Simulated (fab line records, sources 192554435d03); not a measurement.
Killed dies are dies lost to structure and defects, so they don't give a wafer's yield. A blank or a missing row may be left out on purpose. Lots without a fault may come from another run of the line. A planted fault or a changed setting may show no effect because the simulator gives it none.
A struck lot beside a sound one | flow n5_finfet | 15 steps out of a route of 1938
Sound: wafers L729.1, L729.4, L729.6. Struck: wafer L720.5. (L720.2 of the same lot was not struck and is left out.) The cause comes at the end.
At each step with rows: each side's tool, then ch and its chambers, then its first start. Under that, the readings that differ: sound wafers | struck wafers | difference of the means | sigmas: that difference in standard deviations of wafers without a fault.
alike: readings whose means differ by less than 2 such deviations, and words and numbers that are the same on both sides. not compared: withheld readings, readings that some wafer has no value for, bounds like >300 that may hide the same value, and numbers for which the record gives no deviation and whose values overlap.
The two part at a step that has a row with sigmas, a row that says differs or no value, or rows on one side only. Numbers that don't overlap but have no deviation are shown without sigmas and don't part them. A reading that every wafer of one side lacks parts them only if that side has two wafers or more.

N5_BEOL_M9_HM_DEP_02: deposits TiN, target thk 20 nm.
  sound on pvd_sputter-01, day 16 09:17; struck on pvd_sputter-01, day 14 05:02
  alike: chamber_pressure_pa, throttle_valve_pct
then, 8 steps without rows for these wafers: N5_BEOL_M9_COAT_59 (time 60 s, resist thk 100 nm); N5_BEOL_M9_COAT_60 (time 60 s, resist thk 30 nm); N5_BEOL_M9_COAT_05 (resist thk 90 nm); N5_BEOL_M9_EBR_07; N5_BEOL_M9_SOFTBAKE_06 (time 60 s); N5_BEOL_M9_EXPOSE_08 (exposes mask M9); N5_BEOL_M9_PEB_09 (peb time 60 s); N5_BEOL_M9_DEVELOP_10 (develop time 30 s).
N5_BEOL_M9_CD_MEAS_11: target cd 64.1 nm.
  sound on cd_sem-01 ch 0, day 16 09:46; struck on cd_sem-03 ch 0, day 14 05:33
  alike: cd_nm
N5_BEOL_M9_OVL_MEAS_12:
  sound on overlay-02 ch 0, day 16 09:48; struck on overlay-01 ch 0, day 14 05:35
  alike: M9_OVL
N5_BEOL_M9_INSPECT_13: inspects for defects (brightfield).
  sound on defect_inspect-02, day 16 09:50; struck on defect_inspect-02, day 14 05:37
  reading          | sound       | struck | difference | sigmas
  raw_defect_count | 439 594 541 | 326    | -199       | -2
N5_BEOL_M9_DESCUM_16: chemistry O2, time 7.9 s.
  sound on rie_diel-06 ch 2,3, day 16 10:15; struck on rie_diel-03 ch 0, day 14 05:53
  reading                                      | sound        | struck | difference | sigmas
  model.CAR-ArF_of_BEOL_M9_COAT_05.thk_nm (nm) | 84 83.8 84.2 | 83.2   | -0.8       |
  alike: drypump_motor_current_A, oes_product_au, rf_vpp_V, showerhead_plenum_p_Torr, throttle_valve_pct
  not compared: rf_hours_counter_h
N5_BEOL_M9_ETCH_61: etches SiARC in CF4, target depth 39 nm, time 65 s.
  sound on rie_diel-06 ch 2,3, day 16 10:17; struck on rie_diel-03 ch 0, day 14 05:55
  reading                                      | sound      | struck | difference | sigmas
  model.CAR-ArF_of_BEOL_M9_COAT_05.thk_nm (nm) | 56 56 56.2 | 55.2   | -0.9       |
  alike: bias_w, drypump_motor_current_A, etch_rf_on_time_s, mfc_ar_sccm, oes_product_au, rf_vpp_V, showerhead_plenum_p_Torr, throttle_valve_pct
  not compared: rf_hours_counter_h
N5_BEOL_M9_ETCH_62: etches SOC in N2/H2, target depth 110 nm, overetch 22 nm, time 165 s.
  sound on rie_diel-06 ch 2,3, day 16 10:20; struck on rie_diel-03 ch 0, day 14 05:58
  alike: bias_w, drypump_motor_current_A, oes_product_au, rf_vpp_V, showerhead_plenum_p_Torr, throttle_valve_pct
  not compared: rf_hours_counter_h

WHERE THEY PART
Only at N5_BEOL_M9_INSPECT_13, within this record. Later steps at which nothing parts them and some readings are alike: N5_BEOL_M9_DESCUM_16, N5_BEOL_M9_ETCH_61, N5_BEOL_M9_ETCH_62.

WHY: what the simulator had put in
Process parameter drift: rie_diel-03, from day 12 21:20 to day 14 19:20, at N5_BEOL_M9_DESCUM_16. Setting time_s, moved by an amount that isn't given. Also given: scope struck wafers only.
